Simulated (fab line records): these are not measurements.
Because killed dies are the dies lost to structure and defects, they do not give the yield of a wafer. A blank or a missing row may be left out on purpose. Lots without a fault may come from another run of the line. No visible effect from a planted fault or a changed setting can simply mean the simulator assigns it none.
fab line records	flow n5-finfet
record lots=7	wafers=21	last-day=18
route steps=1938 shown MOL_CONTACT_COAG@577 BEOL_M4@1111 PASSIVATION@1936
lots untouched by any fault: they come from a run of this same line in which no faults occurred
start-h: the number of hours between the record's first day and the start of the first shown wafer of the lot	wait-h: hours since the lot's step before	" identical to the entry in the row above	L1.1+2: several wafers, shown together as one row	- no value present, or no start provided	* or withheld: withheld	< > ~ a bound
route shown NAME@n: a module of which the file shows steps, and the number in the route of the first	usual: mean/standard deviation of fault-free wafers	same: alike in all rows	chamber/n: place in a boat	sites: the reading at each site	_std_site: how widely they spread, as a standard deviation	_edge_site: the outer-site mean with the inner-site mean subtracted	radius-mm: how far each site lies from the wafer's centre	mask NAME#n: copy n	behind: the most recent tool/chamber to have shaped the wafer	hold: what put the lot on hold/how long, in hours/how the hold closed	device: the n, p or np transistor that did not switch	end of line: the same wafers' tests at the end of the route	step lacking rows: just its recipe	killed: at the first sort, the dies lost to defects and structure; wafer yield is something else	map: a wafer's dies, marking killed ones x, the rest . and places with no die _
set.NAME: the run value of the setting; set.NAME@STEP: its run value at that earlier step	model.NAME: the simulator's own value behind a step, which no gauge read
route steps across a sampled set of lots; one table per step, one row per wafer
services: when a tool's chamber went out of use (start-h, in hours from the record's first day, below 0 if earlier), for how many hours, and the reason
## steps
# step N5_MOL_CONTACT_COAG_ETCH_89
# recipe chemistry=N2/H2	target=underlayer	target-depth-a=130	mask-material=CAR-EUV	time-s=10.4	ion-energy-ev=200	pressure-mtorr=30	source-w=840	bias-w=150	n2-flow-sccm=200	h2-flow-sccm=200	ends=cleared
# usual drypump-motor-current-A=5.7/0.47	etch-rf-on-time-s=10.41/0.18	oes-product-au=0.64/0.065	rf-vpp-V=522.7/1.2	showerhead-plenum-p-Torr=2.50/0.036	throttle-valve-pct=17.91/0.24
lot.wafer	tool	chamber	start-h	wait-h	drypump-motor-current-A	etch-rf-on-time-s	oes-product-au	rf-hours-counter-h	rf-vpp-V	showerhead-plenum-p-Torr	throttle-valve-pct
L224.4	rie-diel-01	1	120.63	0.0	5.7	10.19	0.61	217	523.0	2.51	17.99
L224.5	"	0	"	"	6.5	10.25	0.78	-	522.3	2.50	17.38
L224.6	"	1	"	"	5.7	10.36	0.60	-	523.1	2.51	17.97
L228.3	rie-diel-02	1	147.16	0.0	6.1	10.34	0.62	151	524.8	2.55	17.72
L228.5	"	3	"	"	6.1	10.36	0.66	-	524.3	2.56	17.70
L228.6	"	2	"	"	5.9	10.83	0.62	-	523.4	2.54	18.28
L231.1	rie-diel-05	2	161.47	0.0	5.1	10.27	0.62	167	520.1	2.44	17.96
L231.3	"	0	"	"	5.1	10.58	0.58	224	523.8	2.52	17.85
L231.6	"	3	"	"	5.8	10.57	0.60	-	524.0	2.51	18.22
L235.2	rie-diel-05	3	183.76	0.0	5.7	10.45	0.61	216	524.3	2.51	18.23
L235.4	"	1	"	"	6.0	10.14	0.61	250	522.6	2.49	17.86
L235.6	"	0	"	"	5.1	10.52	0.58	-	523.2	2.51	17.88
L242.2	rie-diel-05	2	225.06	0.0	5.1	10.25	0.60	194	520.4	2.43	18.01
L242.5	"	1	"	"	6.0	10.06	0.80	-	522.5	2.49	17.41
L242.6	"	2	"	"	5.2	10.19	0.61	-	518.7	2.43	18.02
L243.1	rie-diel-02	1	236.60	0.0	6.1	10.29	0.61	180	523.8	2.54	17.75
L243.2	"	3	"	"	6.1	10.32	0.64	136	524.3	2.55	17.79
L243.3	"	2	"	"	5.9	10.82	0.61	189	523.6	2.53	18.31
L244.1	rie-diel-01	3	238.76	0.0	4.8	10.35	0.61	220	522.3	2.51	18.16
L244.2	"	0	"	"	6.5	10.30	0.72	66	522.0	2.48	17.47
L244.4	"	3	"	"	4.8	10.30	0.62	-	523.9	2.51	18.15
# step N5_MOL_CONTACT_COAG_ALD_131
# recipe material=SiO2	target-thk-a=50	temp-c=100	ald-precursor-family=BDEAS	ald-co-reactant=O2-plasma	pulse-time-s=1	co-reactant-pulse-time-s=1	purge-time-s=2	co-reactant-purge-time-s=2	ald-cycles=35	pressure-torr=2
# usual heater-power-w=78/6.4	precursor-pulse-height-rel=1.002/0.02	susceptor-temp-C=99.99/0.13
# same co-reactant-purge-time-s=2
lot.wafer	tool	chamber	start-h	wait-h	heater-power-w	precursor-pulse-height-rel	susceptor-temp-C
L224.4	ald-sin-01	2	120.89	0.2	88	1.029	100.04
L224.5	"	2	"	"	88	1.018	100.08
L224.6	"	1	"	"	71	0.999	100.09
L228.3	ald-sin-03	3	147.35	0.1	80	0.990	100.24
L228.5	"	1	"	"	79	0.985	100.07
L228.6	"	2	"	"	81	1.004	99.99
L231.1	ald-sin-03	2	161.57	0.1	84	0.977	99.65
L231.3	"	3	"	"	81	1.005	99.93
L231.6	"	2	"	"	81	1.016	100.02
L235.2	ald-sin-01	0	184.18	0.4	75	1.018	100.02
L235.4	"	2	"	"	89	1.007	99.96
L235.6	"	1	"	"	73	0.982	100.06
L242.2	ald-sin-03	0	225.41	0.3	84	1.001	99.96
L242.5	"	1	"	"	77	1.014	100.06
L242.6	"	2	"	"	84	1.009	99.92
L243.1	ald-sin-03	0	237.03	0.4	81	1.020	100.01
L243.2	"	1	"	"	78	1.017	99.99
L243.3	"	2	"	"	83	1.016	99.84
L244.1	ald-sin-01	3	238.86	0.1	85	1.031	100.17
L244.2	"	0	"	"	76	0.978	99.76
L244.4	"	1	"	"	72	1.012	100.29
# step N5_MOL_CONTACT_COAG_ETCHBACK_135
# recipe chemistry=CHF3	target=SiO2	target-depth-a=250	time-s=16.7	ion-energy-ev=200	pressure-mtorr=30	source-w=610	bias-w=170	Ar_flow_sccm=200	CHF3_flow_sccm=50
# usual CHF3_flow_sccm=50.00/0.14	drypump-motor-current-A=5.7/0.47	oes-product-au=0.74/0.062	rf-vpp-V=523/3.7	showerhead-plenum-p-Torr=2.35/0.036	throttle-valve-pct=18.81/0.24
lot.wafer	tool	chamber	start-h	wait-h	CHF3_flow_sccm	drypump-motor-current-A	oes-product-au	rf-hours-counter-h	rf-vpp-V	showerhead-plenum-p-Torr	throttle-valve-pct
L224.4	rie-diel-01	0	121.20	0.0	49.85	6.5	0.90	25	524	2.33	18.27
L224.5	"	3	"	"	50.02	4.8	0.74	-	527	2.37	18.90
L224.6	"	2	"	"	50.20	5.7	0.68	-	519	2.35	19.16
L228.3	rie-diel-05	1	147.66	0.0	50.18	6.0	0.71	243	529	2.34	18.78
L228.5	"	2	"	"	50.06	5.1	0.73	-	526	2.28	18.79
L228.6	"	3	"	"	49.86	5.8	0.71	-	523	2.36	19.13
L231.1	rie-diel-05	2	161.87	0.0	49.98	5.1	0.72	167	524	2.28	18.80
L231.3	"	1	"	"	49.79	6.0	0.71	248	528	2.34	18.80
L231.6	"	0	"	"	49.83	5.1	0.68	-	517	2.35	18.69
L235.2	rie-diel-05	2	184.48	0.0	49.70	5.1	0.72	177	526	2.27	18.81
L235.4	"	3	"	"	50.07	5.8	0.71	-	523	2.35	19.15
L235.6	"	0	"	"	49.86	5.0	0.68	-	517	2.35	18.70
L242.2	rie-diel-02	0	225.71	0.0	49.96	5.6	0.77	127	523	2.30	18.75
L242.5	"	0	"	"	49.91	5.7	0.78	-	522	2.30	18.76
L242.6	"	3	"	"	50.05	6.1	0.76	-	523	2.39	18.68
L243.1	rie-diel-02	1	237.39	0.0	50.06	6.1	0.70	180	529	2.37	18.57
L243.2	"	0	"	"	50.02	5.6	0.77	131	522	2.29	18.75
L243.3	"	3	"	"	49.77	6.1	0.75	136	523	2.39	18.67
L244.1	rie-diel-01	2	239.32	0.0	50.11	5.7	0.91	32	518	2.33	18.78
L244.2	"	0	"	"	50.10	6.5	0.84	66	524	2.32	18.34
L244.4	"	3	"	"	49.67	4.8	0.71	-	526	2.36	18.97
# step N5_MOL_CONTACT_COAG_VIA_ETCH_46
# recipe chemistry=C4F6/O2	target-depth-a=460	overetch-a=92	mask-material=SOC	target=SiO2	bias-w=455	pressure-mtorr=10	time-s=40	source-w=325	Ar_flow_sccm=300	C4F6_flow_sccm=10	O2_flow_sccm=10	ion-energy-ev=575.3	ends=end-point
# usual O2_flow_sccm=10.00/0.034	drypump-motor-current-A=5.7/0.47	oes-product-au=0.67/0.052	rf-vpp-V=1585/10	showerhead-plenum-p-Torr=2.80/0.042	throttle-valve-pct=40.90/0.27
lot.wafer	tool	chamber	start-h	wait-h	O2_flow_sccm	drypump-motor-current-A	oes-product-au	rf-hours-counter-h	rf-vpp-V	showerhead-plenum-p-Torr	throttle-valve-pct
L224.4	rie-diel-01	0	121.23	0.0	9.95	6.5	0.81	25	1589	2.79	40.39
L224.5	"	3	"	"	9.97	4.8	0.66	-	1597	2.83	41.03
L224.6	"	2	"	"	9.95	5.7	0.62	-	1571	2.80	41.27
L228.3	rie-diel-05	1	147.69	0.0	10.00	6.0	0.63	243	1600	2.80	40.96
L228.5	"	2	"	"	10.00	5.1	0.66	-	1590	2.72	40.89
L228.6	"	3	"	"	10.00	5.7	0.65	-	1583	2.81	41.23
L231.1	rie-diel-05	2	161.91	0.0	9.94	5.2	0.65	167	1587	2.71	40.89
L231.3	"	1	"	"	9.97	6.0	0.62	248	1600	2.80	40.98
L231.6	"	0	"	"	10.01	5.1	0.62	-	1566	2.81	40.70
L235.2	rie-diel-05	2	184.52	0.0	9.93	5.1	0.64	177	1588	2.71	40.87
L235.4	"	3	"	"	10.02	5.7	0.54	-	1584	2.81	41.13
L235.6	"	0	"	"	10.02	5.1	0.61	-	1568	2.80	40.71
L242.2	rie-diel-02	0	225.74	0.0	9.99	5.6	0.69	127	1582	2.74	40.91
L242.5	"	0	"	"	9.98	5.6	0.69	-	1584	2.74	40.91
L242.6	"	3	"	"	10.00	6.1	0.68	-	1586	2.85	40.62
L243.1	rie-diel-02	1	237.43	0.0	9.97	6.1	0.64	180	1597	2.83	40.73
L243.2	"	0	"	"	10.01	5.6	0.69	131	1582	2.74	40.91
L243.3	"	3	"	"	10.03	6.1	0.68	136	1586	2.85	40.58
L244.1	rie-diel-01	2	239.35	0.0	9.96	5.7	0.80	32	1569	2.78	40.87
L244.2	"	0	"	"	9.97	6.5	0.75	66	1587	2.77	40.42
L244.4	"	3	"	"	10.02	4.8	0.65	-	1596	2.81	41.06
# step N5_MOL_CONTACT_COAG_ETCH_47
# recipe chemistry=CH3F/O2	target=SiNx	target-depth-a=270	mask-material=SiO2	stop-on=W	over-etch-frac=0.2	ion-energy-ev=120	endpoint=OES-CN	pressure-mtorr=30	source-w=395	bias-w=73	Ar_flow_sccm=150	CH3F_flow_sccm=30	O2_flow_sccm=20	ends=end-point
# usual O2_flow_sccm=19.99/0.063	drypump-motor-current-A=5.7/0.47	etch-rf-on-time-s=31.2/0.45	oes-product-au=0.66/0.055	rf-vpp-V=297.0/2.1	showerhead-plenum-p-Torr=1.97/0.031	throttle-valve-pct=16.44/0.24
lot.wafer	tool	chamber	start-h	wait-h	O2_flow_sccm	drypump-motor-current-A	etch-rf-on-time-s	oes-product-au	rf-hours-counter-h	rf-vpp-V	showerhead-plenum-p-Torr	throttle-valve-pct
L224.4	rie-diel-01	0	121.34	0.0	20.06	6.6	30.7	0.82	25	297.1	1.96	15.89
L224.5	"	3	"	"	20.00	4.8	31.3	0.67	-	298.8	1.99	16.52
L224.6	"	2	"	"	20.11	5.7	31.9	0.61	-	295.9	1.97	16.79
L228.3	rie-diel-05	1	147.80	0.0	20.10	6.0	31.4	0.62	243	300.8	1.97	16.43
L228.5	"	2	"	"	19.86	5.1	31.3	0.65	-	298.5	1.91	16.40
L228.6	"	3	"	"	20.05	5.7	31.5	0.63	-	297.0	1.98	16.76
L231.1	rie-diel-05	2	162.01	0.0	20.07	5.1	30.8	0.65	167	297.7	1.91	16.41
L231.3	"	1	"	"	19.99	6.0	30.9	0.64	248	298.7	1.97	16.47
L231.6	"	0	"	"	19.98	5.1	31.5	0.61	-	292.7	1.98	16.34
L235.2	rie-diel-05	2	184.62	0.0	20.11	5.1	31.1	0.65	177	297.7	1.91	16.43
L235.4	"	3	"	"	19.91	5.8	50.8	0.27	-	296.6	1.98	16.75
L235.6	"	0	"	"	20.01	5.1	31.6	0.61	-	293.7	1.97	16.35
L242.2	rie-diel-02	0	225.85	0.0	19.91	5.6	30.9	0.69	127	297.1	1.93	16.39
L242.5	"	0	"	"	20.03	5.6	30.8	0.69	-	297.9	1.93	16.41
L242.6	"	3	"	"	19.90	6.0	31.3	0.68	-	299.1	2.01	16.31
L243.1	rie-diel-02	1	237.53	0.0	19.98	6.1	31.1	0.64	180	299.1	1.99	16.23
L243.2	"	0	"	"	20.07	5.6	31.0	0.68	131	296.5	1.93	16.40
L243.3	"	3	"	"	19.93	6.1	30.9	0.67	136	296.2	2.01	16.29
L244.1	rie-diel-01	2	239.46	0.0	19.97	5.7	30.4	0.81	32	294.2	1.96	16.36
L244.2	"	0	"	"	20.02	6.5	31.0	0.75	66	297.2	1.95	15.96
L244.4	"	3	"	"	20.04	4.8	31.2	0.64	-	297.9	1.98	16.61
# step N5_MOL_CONTACT_COAG_ETCH_48
# recipe chemistry=C4F6/O2	target-depth-a=150	overetch-a=45	mask-material=SOC	target=SiOC	bias-w=465	pressure-mtorr=10	time-s=17	source-w=335	Ar_flow_sccm=300	C4F6_flow_sccm=10	O2_flow_sccm=10	ion-energy-ev=576
# usual O2_flow_sccm=10.00/0.031	drypump-motor-current-A=5.7/0.5	oes-product-au=0.65/0.071	rf-vpp-V=1589/9.4	showerhead-plenum-p-Torr=2.80/0.039	throttle-valve-pct=40.55/0.28
lot.wafer	tool	chamber	start-h	wait-h	O2_flow_sccm	drypump-motor-current-A	oes-product-au	rf-hours-counter-h	rf-vpp-V	showerhead-plenum-p-Torr	throttle-valve-pct
L224.4	rie-diel-05	2	122.67	0.0	10.02	5.1	0.64	152	1590	2.72	40.57
L224.5	"	0	"	"	10.00	5.1	0.58	-	1569	2.81	40.39
L224.6	"	3	"	"	10.01	5.8	0.63	-	1586	2.82	40.94
L228.3	rie-diel-01	0	149.48	0.0	10.04	6.5	0.76	35	1590	2.78	40.11
L228.5	"	0	"	"	9.97	6.6	0.77	-	1590	2.78	40.11
L228.6	"	1	"	"	10.01	5.7	0.60	-	1598	2.80	40.46
L231.1	rie-diel-02	2	163.22	0.0	10.01	5.9	0.67	166	1574	2.84	41.06
L231.3	"	1	"	"	9.97	6.1	0.65	157	1601	2.84	40.44
L231.6	"	2	"	"	9.97	5.9	0.67	-	1575	2.84	41.05
L235.2	rie-diel-02	0	185.99	0.0	10.02	5.6	0.64	115	1584	2.75	40.59
L235.4	"	1	"	"	9.99	6.1	0.28	166	1600	2.83	40.30
L235.6	"	2	"	"	10.03	5.9	0.64	-	1573	2.84	41.06
L242.2	rie-diel-05	2	227.09	0.0	10.03	5.1	0.60	196	1590	2.70	40.60
L242.5	"	1	"	"	9.94	6.0	0.76	-	1600	2.79	40.31
L242.6	"	2	"	"	10.00	5.1	0.57	-	1591	2.70	40.59
L243.1	rie-diel-05	3	239.22	0.0	9.98	5.7	0.58	240	1585	2.80	40.98
L243.2	"	1	"	"	9.99	6.0	0.78	15	1600	2.79	40.32
L243.3	"	2	"	"	9.97	5.2	0.56	202	1591	2.70	40.59
L244.1	rie-diel-05	2	241.24	0.0	9.99	5.1	0.61	203	1588	2.70	40.63
L244.2	"	3	"	"	9.93	5.7	0.58	242	1585	2.80	40.97
L244.4	"	1	"	"	10.02	6.0	0.76	-	1599	2.79	40.32
# step N5_BEOL_M4_RC_MEAS_101
# usual DIBL_N=36.5/1.4	DIBL_P=36.5/1.6	IOFF_N=0.163/0.022	IOFF_P=0.219/0.029	ION_N=675/8.3	ION_P=464/6.2	SS_N=71.5/0.52	SS_P=73.4/0.57	VT_N=249.7/2.6	VT_P=-250/3
lot.wafer	tool	chamber	start-h	wait-h	DIBL_N[mV/V]	DIBL_P[mV/V]	IOFF_N[nA/um]	IOFF_P[nA/um]	ION_N[uA/um]	ION_P[uA/um]	SS_N[mV/dec]	SS_P[mV/dec]	VT_N[mV]	VT_P[mV]
L224.4	prober-02	0	196.10	0.5	35.5	37.1	0.148	0.205	671	465	71.2	73.5	253.1	-252
L224.5	"	0	"	"	36.6	38.6	0.168	0.224	675	460	71.8	73.5	249.6	-252
L224.6	"	0	"	"	34.2	34.9	0.125	0.172	659	456	70.9	72.6	253.6	-254
L228.3	prober-01	0	213.32	0.3	36.9	36.2	0.172	0.197	666	454	72.1	73.3	251.5	-250
L228.5	"	0	"	"	35.8	35.2	0.154	0.188	666	454	70.6	73.4	250.5	-251
L228.6	"	0	"	"	36.2	36.4	0.173	0.200	682	462	71.4	73.0	249.3	-251
L231.1	prober-02	0	237.77	0.0	37.1	37.8	0.162	0.220	679	462	72.3	73.8	251.9	-250
L231.3	"	0	"	"	37.1	37.8	0.166	0.226	674	471	71.2	73.8	248.4	-250
L231.6	"	0	"	"	36.8	37.4	0.162	0.211	685	466	71.0	73.7	249.9	-251
L235.2	prober-02	0	258.71	0.2	34.4	35.2	0.136	0.204	666	464	71.6	73.7	253.6	-250
L235.6	"	0	"	"	35.8	36.9	0.158	0.223	670	466	71.7	73.5	249.6	-249
L242.2	prober-01	0	298.36	0.2	35.9	37.2	0.158	0.203	675	467	71.4	73.2	251.6	-253
L242.5	"	0	"	"	34.6	35.2	0.136	0.166	668	458	70.9	73.3	251.9	-258
L242.6	"	0	"	"	36.0	37.6	0.166	0.203	682	463	71.8	73.5	249.8	-252
L243.1	prober-02	0	310.36	0.0	35.7	37.9	0.170	0.230	681	472	72.5	73.4	250.1	-248
L243.2	"	0	"	"	33.3	34.6	0.127	0.184	675	467	71.0	72.6	252.1	-251
L243.3	"	0	"	"	35.0	36.6	0.151	0.217	675	465	71.1	73.3	250.0	-249
L244.1	prober-02	0	316.72	0.0	36.6	35.7	0.149	0.218	661	460	71.8	73.4	251.6	-250
L244.2	"	0	"	"	37.2	36.7	0.164	0.243	665	458	72.8	73.9	250.0	-248
L244.4	"	0	"	"	34.9	33.8	0.132	0.196	667	467	71.7	72.7	254.0	-251
# step N5_PASSIVATION_PROBE_49
# usual defect-limited-yield=91.2/1.6	killed_at_M0_to_M3=33/11	killed_at_M4_up=15/6.2	killed-at-contacts=15/7.1	killed-at-front-end=38/12	killed-at-other=4/3.5	killed-dies=104/19	killed-on-rim=14/4	killed-open=69/14	killed-short=34/8.5	sort_bin_5_function=5.2/0.99	sort_bin_6_memory=3.3/0.77	sort-n-pass=1076/19	sort-yield-pct=91.2/1.6
# same gross-dies=1180	killed-at-back-side=0	sort_bin_4_leakage[%]=0	sort_bin_8_speed[%]=0
lot.wafer	tool	chamber	start-h	wait-h	defect-limited-yield[%]	killed_at_M0_to_M3	killed_at_M4_up	killed-at-contacts	killed-at-front-end	killed-at-other	killed-dies	killed-on-rim	killed-open	killed-short	sort_bin_5_function[%]	sort_bin_6_memory[%]	sort-n-pass	sort-yield-pct[%]
L228.3	prober-01	-	316.00	0.1	92.9	38	16	6	24	0	84	11	60	22	4.6	2.5	1096	92.9
L228.5	prober-01	-	316.10	0.2	92.6	21	12	17	37	0	87	9	53	31	4.4	2.6	1093	92.6
L228.6	prober-01	-	316.15	0.3	94.2	10	13	6	37	2	68	11	39	27	3.8	1.9	1112	94.2
L231.3	prober-02	-	343.11	0.1	92.5	31	8	12	36	1	88	7	59	29	4.2	3.0	1092	92.5
L235.2	prober-02	-	375.17	0.1	91.4	36	4	23	39	0	102	14	67	33	5.4	3.1	1078	91.4
L235.4	prober-02	-	375.27	0.2	0	28	17	1096	35	4	1180	152	64	33	97.1	2.4	0	0
L235.6	prober-02	-	375.37	0.3	91.5	35	9	13	43	0	100	12	71	28	5.6	2.4	1080	91.5
# killed by level:class
L228.3 BEOL_M1:geometric-particle:open=10 BEOL_M0_SAQP:geometric-particle:open=8 BEOL_M2:geometric-particle:open=7 MOL_CONTACT_COAG:geometric-particle:open=6 BEOL_M0_SAQP:geometric-particle:short=5 GATE_CUT:geometric-particle:open=4 FIN_SAQP:geometric-particle:open=3 STI_FIN_REVEAL:geometric-particle:open=3
L228.5 MOL_CONTACT_COAG:geometric-particle:open=13 STARTING-WAFER:geometric-particle:open=7 FIN_SAQP:geometric-particle:open=6 GATE_CUT:geometric-particle:short=6 STARTING-WAFER:geometric-particle:short=5 GATE_CUT:geometric-particle:open=4 MOL_CONTACT_COAG:geometric-particle:short=4 BEOL_M0_SAQP:geometric-particle:open=4
L228.6 STI_FIN_REVEAL:geometric-particle:open=9 FIN_SAQP:geometric-particle:short=7 MOL_CONTACT_COAG:geometric-particle:open=5 BEOL_M4:geometric-particle:short=5 GATE_CUT:geometric-particle:short=4 GATE_CUT:geometric-particle:open=4 BEOL_M0_SAQP:geometric-particle:short=4 STI_FIN_REVEAL:geometric-particle:short=3
L231.3 MOL_CONTACT_COAG:geometric-particle:open=11 GATE_CUT:geometric-particle:open=11 GATE_CUT:geometric-particle:short=8 BEOL_M0:geometric-particle:open=6 BEOL_M0_SAQP:geometric-particle:open=5 STI_FIN_REVEAL:geometric-particle:open=4 BEOL_M0_SAQP:geometric-particle:short=4 BEOL_M1:geometric-particle:open=4
L235.2 MOL_CONTACT_COAG:geometric-particle:open=20 FIN_SAQP:geometric-particle:open=8 BEOL_M3:geometric-particle:open=8 GATE_CUT:geometric-particle:short=7 BEOL_M2:geometric-particle:open=7 FIN_SAQP:geometric-particle:short=6 BEOL_M0_SAQP:geometric-particle:open=6 BEOL_M0_SAQP:geometric-particle:short=6
L235.4 MOL_CONTACT_COAG:area-etch=1083 MOL_CONTACT_COAG:geometric-particle:open=11 BEOL_M4:geometric-particle:open=9 FIN_SAQP:geometric-particle:open=7 GATE_CUT:geometric-particle:short=7 BEOL_M1:geometric-particle:open=6 GATE_CUT:geometric-particle:open=6 STI_FIN_REVEAL:geometric-particle:open=5
L235.6 MOL_CONTACT_COAG:geometric-particle:open=11 FIN_SAQP:geometric-particle:open=10 BEOL_M0_SAQP:geometric-particle:open=10 FIN_SAQP:geometric-particle:short=8 STI_FIN_REVEAL:geometric-particle:open=8 BEOL_M3:geometric-particle:open=7 BEOL_M0_SAQP:geometric-particle:short=6 BEOL_M4:geometric-particle:open=6
## services
tool	chamber	start-h	hours	kind
rie-diel-01	1	126.77	8.7	repair
rie-diel-01	2	136.93	-	clean
rie-diel-01	2	136.93	-	consumable-replace:focus-ring
rie-diel-01	2	136.93	22.3	scheduled-down
rie-diel-01	2	136.93	22.3	vent-cycle
rie-diel-05	0	141.50	9.7	repair
ald-sin-01	3	157.56	52.7	repair
rie-diel-05	1	163.92	15.8	repair
rie-diel-05	1	184.07	-	clean
rie-diel-05	1	184.07	-	consumable-replace:focus-ring
rie-diel-05	1	184.07	21.9	scheduled-down
rie-diel-05	1	184.07	21.9	vent-cycle
rie-diel-01	0	205.00	10.7	repair
rie-diel-05	3	217.36	2.8	repair
rie-diel-05	0	221.67	-	clean
rie-diel-05	0	221.67	-	consumable-replace:focus-ring
rie-diel-05	0	221.67	19.9	scheduled-down
rie-diel-05	0	221.67	19.9	vent-cycle
rie-diel-01	1	226.12	7.0	repair
rie-diel-01	1	233.20	-	clean
rie-diel-01	1	233.20	-	consumable-replace:focus-ring
rie-diel-01	1	233.20	23.2	scheduled-down
rie-diel-01	1	233.20	23.2	vent-cycle
## key
first-sign step=N5_MOL_CONTACT_COAG_ETCH_47	reading=etch-rf-on-time-s	direction=up	sigmas=44	usual=*	struck=*
effect step=N5_MOL_CONTACT_COAG_ETCH_47	reading=oes-product-au	direction=down	sigmas=7.2	usual=0.66	struck=0.27
effect step=N5_MOL_CONTACT_COAG_ETCH_48	reading=oes-product-au	direction=down	sigmas=5.3	usual=0.65	struck=0.28
effect step=N5_PASSIVATION_PROBE_49	reading=killed-at-contacts	direction=up	sigmas=99+	usual=15	struck=1096
more-kills-born-at N5_MOL_CONTACT_COAG_VIA_ETCH_46@rie-diel-05=1083
met-at N5_MOL_CONTACT_COAG_VIA_ETCH_46
struck-lots L235
struck-wafers L235.4
later-rows-left-out L235.4
not-acting-at N5_MOL_CONTACT_COAG_ETCH_89,N5_MOL_CONTACT_COAG_ALD_131,N5_MOL_CONTACT_COAG_ETCHBACK_135
onset-between 161.91 184.52
fault kind=process-parameter-drift	tool=rie-diel-05	chamber=-	onset-h=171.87	steps=N5_MOL_CONTACT_COAG_VIA_ETCH_46	channel=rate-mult	offset=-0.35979	shape=step	end-h=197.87	scope=struck-wafers-only
# later-rows-left-out: the simulator's readings of these wafers behind a module that went badly wrong aren't trusted and aren't shown, but for the sort
